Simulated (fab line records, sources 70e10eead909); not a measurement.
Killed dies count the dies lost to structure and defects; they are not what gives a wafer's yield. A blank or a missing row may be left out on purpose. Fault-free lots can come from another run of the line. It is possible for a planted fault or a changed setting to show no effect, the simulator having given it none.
Which of the tools did it? -- flow nand harc -- 24 lots, 72 wafers sampled, at 5 steps of a route of 1302

WHAT THE GAUGES SHOWED, per wafer
NHARC_P_CONTACT_INSPECT_27. Usual: 290 for raw defect count, sd 110.
lot,measured,on,raw defect count,flag
L074,day 6 02:41,defect inspect-01,226 232 491,
L075,day 6 08:10,defect inspect-02,221 230 304,
L076,day 6 19:21,defect inspect-02,208 255 274,
L077,day 7 09:34,defect inspect-02,261 233 235,
L078,day 7 18:53,defect inspect-01,173 239 312,
L079,day 8 01:44,defect inspect-02,360 332 220,
L080,day 8 12:59,defect inspect-02,181 245 157,
L081,day 9 03:21,defect inspect-01,227 183 451,
L082,day 9 05:24,defect inspect-02,515 313 360,
L083,day 9 18:11,defect inspect-01,235 231 207,
L084,day 10 00:25,defect inspect-01,263 246 533,
L085,day 10 18:13,defect inspect-01,323 282 314,
L086,day 10 19:14,defect inspect-01,252 295 252,
L087,day 11 13:33,defect inspect-02,571 433 279,
L089,day 12 03:57,defect inspect-01,250 157 279,
L088,day 12 04:32,defect inspect-02,365 412 465,
L090,day 12 20:13,defect inspect-02,105 244 250,
L091,day 13 01:11,defect inspect-02,243 370 298,
L092,day 13 08:00,defect inspect-01,121 253 126,
L093,day 14 02:59,defect inspect-02,377 250 290,
L094,day 14 07:12,defect inspect-01,174 146 306,
L095,day 14 15:58,defect inspect-02,585 468 130,
L096,day 15 04:54,defect inspect-02,532 635 425,
L097,day 15 23:19,defect inspect-02,536 329 231,

NHARC_P_M0_INSPECT_11. Usual: 4.5 for raw defect count, sd 2.8.
lot,measured,on,raw defect count,flag
L074,day 6 03:35,defect inspect-02,4 4 2,
L075,day 6 09:11,defect inspect-02,4 5 3,
L076,day 7 00:16,defect inspect-01,2 8 5,
L077,day 7 10:28,defect inspect-01,4 4 6,
L078,day 7 19:47,defect inspect-01,4 5 5,
L079,day 8 02:45,defect inspect-01,4 4 4,
L080,day 8 14:01,defect inspect-01,3 2 3,
L081,day 9 06:26,defect inspect-02,7 4 4,
L082,day 9 06:28,defect inspect-01,1 3 5,
L083,day 9 19:05,defect inspect-01,5 7 2,
L084,day 10 01:20,defect inspect-02,4 2 8,
L085,day 10 19:15,defect inspect-02,7 2 4,
L086,day 10 20:16,defect inspect-01,4 1 3,
L087,day 11 14:35,defect inspect-02,8 7 8,
L089,day 12 04:58,defect inspect-01,9 10 7,
L088,day 12 05:25,defect inspect-01,4 4 4,
L090,day 12 21:07,defect inspect-02,5 7 2,
L091,day 13 02:05,defect inspect-01,6 4 2,
L092,day 13 09:01,defect inspect-01,12 11 13,
L093,day 14 03:59,defect inspect-02,3 2 4,
L094,day 14 08:18,defect inspect-01,1 3 2,
L095,day 14 16:59,defect inspect-01,0 4 0,
L096,day 15 05:56,defect inspect-02,9 3 7,
L097,day 16 00:21,defect inspect-01,3 2 5,

NHARC_P_M1_OVL_MEAS_10: pitch 260 nm. Usual: overlay x nm -0.1 nm, standard deviation 0.6; overlay y nm -0.1 nm, standard deviation 0.77.
lot,measured,on,overlay x nm (nm),overlay y nm (nm),flag
L074,day 6 07:35,overlay-01,1.0 1.2 0.7,-0.5 -0.4 -0.2,
L075,day 6 13:15,overlay-02,-0.5 0.6 -0.3,0.4 -0.2 -0.4,
L076,day 7 04:10,overlay-01,0.3 0.5 0.1,0.9 0.7 0.4,
L077,day 7 14:29,overlay-01,0.2 0.1 0.0,-0.6 -1.0 -0.5,
L078,day 7 23:41,overlay-02,0.0 0.1 0.5,0.1 0.1 -0.8,
L079,day 8 06:37,overlay-01,0.0 -0.2 -0.8,0.4 0.3 0.0,
L080,day 8 18:19,overlay-01,-0.8 -1.0 -0.6,-0.5 -0.3 0.0,
L081,day 9 10:25,overlay-01,-0.1 -0.2 -0.5,0.1 0.2 0.3,
L082,day 9 10:39,overlay-02,-0.5 -0.6 -0.4,-1.0 -0.7 -0.6,
L083,day 9 23:05,overlay-01,-0.2 0.4 0.1,1.9 1.4 2.0,
L084,day 10 05:14,overlay-02,-0.6 -0.6 -1.3,1.0 0.8 1.3,
L085,day 10 23:20,overlay-01,-1.2 -1.4 -1.1,0.4 0.5 0.2,
L086,day 11 00:22,overlay-02,-0.2 0.3 0.0,0.0 0.3 0.4,
L087,day 11 18:34,overlay-02,0.6 0.8 0.4,-0.3 0.0 0.0,
L089,day 12 08:59,overlay-01,0.0 -0.5 -0.3,-0.3 0.7 0.6,
L088,day 12 09:29,overlay-01,0.0 0.0 -0.1,-0.9 -0.6 -1.1,
L090,day 13 01:13,overlay-01,0.2 -0.4 -0.1,-0.9 -0.8 -0.8,
L091,day 13 06:14,overlay-01,-0.2 -0.4 -0.4,-0.2 0.1 0.0,
L092,day 13 13:20,overlay-01,0.1 -1.0 0.1,-1.1 -0.7 -0.4,
L093,day 14 08:01,overlay-01,-0.2 0.6 -0.1,-0.8 -0.2 -0.2,
L094,day 14 12:43,overlay-01,-0.4 -0.2 0.2,0.5 0.6 0.8,
L095,day 14 20:54,overlay-02,1.0 0.0 0.1,-1.7 -1.8 -1.5,
L096,day 15 10:32,overlay-01,1.0 1.4 1.4,0.4 0.0 -0.4,
L097,day 16 04:29,overlay-02,-0.8 -0.2 -0.1,-0.9 -0.9 -1.4,

NHARC_P_M1_CD_MEAS_16. Usual: 130.0 nm for cd nm, sd 0.55.
lot,measured,on,cd nm (nm),flag
L074,day 6 07:59,cd sem-01,128.8 129.6 129.4,
L075,day 6 13:39,cd sem-02,130.6 130.2 130.2,
L076,day 7 04:49,cd sem-03,130.7 129.8 130.6,
L077,day 7 14:53,cd sem-03,129.1 129.3 129.9,
L078,day 8 00:05,cd sem-01,130.1 130.1 130.1,
L079,day 8 07:01,cd sem-02,129.5 130.2 129.6,
L080,day 8 18:43,cd sem-01,130.4 130.9 130.6,
L081,day 9 10:49,cd sem-02,129.4 129.4 130.3,
L082,day 9 11:03,cd sem-03,130.7 130.0 129.8,
L083,day 9 23:29,cd sem-01,129.4 129.3 130.4,
L084,day 10 05:38,cd sem-02,129.5 130.9 130.8,
L085,day 10 23:52,cd sem-03,129.2 129.8 129.9,
L086,day 11 00:49,cd sem-03,130.6 130.4 130.3,
L087,day 11 18:59,cd sem-02,129.9 129.3 129.6,
L089,day 12 09:24,cd sem-02,129.8 130.1 129.4,
L088,day 12 09:53,cd sem-02,130.3 129.5 130.3,
L090,day 13 01:37,cd sem-02,130.3 130.9 130.4,
L091,day 13 06:38,cd sem-03,130.3 129.8 130.5,
L092,day 13 13:44,cd sem-01,130.7 130.6 131.0,
L093,day 14 08:26,cd sem-02,130.2 129.3 129.5,
L094,day 14 13:07,cd sem-03,129.9 130.1 130.2,
L095,day 14 21:18,cd sem-01,129.8 130.3 129.2,
L096,day 15 10:56,cd sem-02,130.1 131.3 130.6,
L097,day 16 04:54,cd sem-03,129.9 129.9 130.6,

NHARC_P_M2_INSPECT_11. Usual: 5.0 for raw defect count, sd 2.9.
lot,measured,on,raw defect count,flag
L074,day 6 11:50,defect inspect-01,7 3 4,
L075,day 6 17:26,defect inspect-01,5 5 2,
L076,day 7 08:57,defect inspect-02,8 9 4,
L077,day 7 18:40,defect inspect-02,3 5 2,
L078,day 8 03:52,defect inspect-02,2 6 5,
L079,day 8 10:48,defect inspect-01,5 5 4,
L080,day 8 22:23,defect inspect-02,4 4 1,
L081,day 9 14:36,defect inspect-01,7 4 3,
L082,day 9 14:53,defect inspect-02,5 8 9,
L083,day 10 03:18,defect inspect-01,3 8 4,
L084,day 10 09:22,defect inspect-02,6 1 7,
L085,day 11 03:48,defect inspect-02,5 4 4,
L086,day 11 04:28,defect inspect-01,1 2 5,
L087,day 11 22:46,defect inspect-01,13 8 9,
L089,day 12 13:17,defect inspect-02,9 9 6,
L088,day 12 13:37,defect inspect-01,5 6 5,
L090,day 13 05:23,defect inspect-01,9 10 8,
L091,day 13 10:38,defect inspect-01,5 5 0,
L092,day 13 17:26,defect inspect-02,10 13 15,
L093,day 14 12:42,defect inspect-02,4 9 5,
L094,day 14 17:00,defect inspect-02,2 1 2,
L095,day 15 01:06,defect inspect-01,4 3 3,
L096,day 15 14:38,defect inspect-02,9 5 6,
L097,day 16 08:42,defect inspect-01,2 2 4,

WHAT TOOL EACH LOT RAN ON (gives the tool, then ch and the chambers of the sampled wafers, and finally the start)
Record: no process step prior to these readings.

AS READ BY THE TOOLS THEMSELVES (means over the sampled wafers that have a number; for cases with no such wafer, the mark the record gives instead)
The record holds no such reading with a usual standard deviation.

THE ANSWER, worked out from the rows above alone
Rule: take the mean of a lot's wafers that have a number; if it is more than 3 standard deviations from the usual mean, the lot is off. Also off: a lot with no number at a reading for which 4 or more lots have one. All remaining lots with rows at the step are treated as sound. First the gauges in route order, then the tools' own readings, where a lot's mean is used as printed above. The first step at which some lot is off is used, and at that step the reading that is off furthest; a lot without a number counts as furthest.
Across all readings shown, no lot is off: no conclusion can be drawn from this.

WHAT THE SIMULATOR HAD INSERTED
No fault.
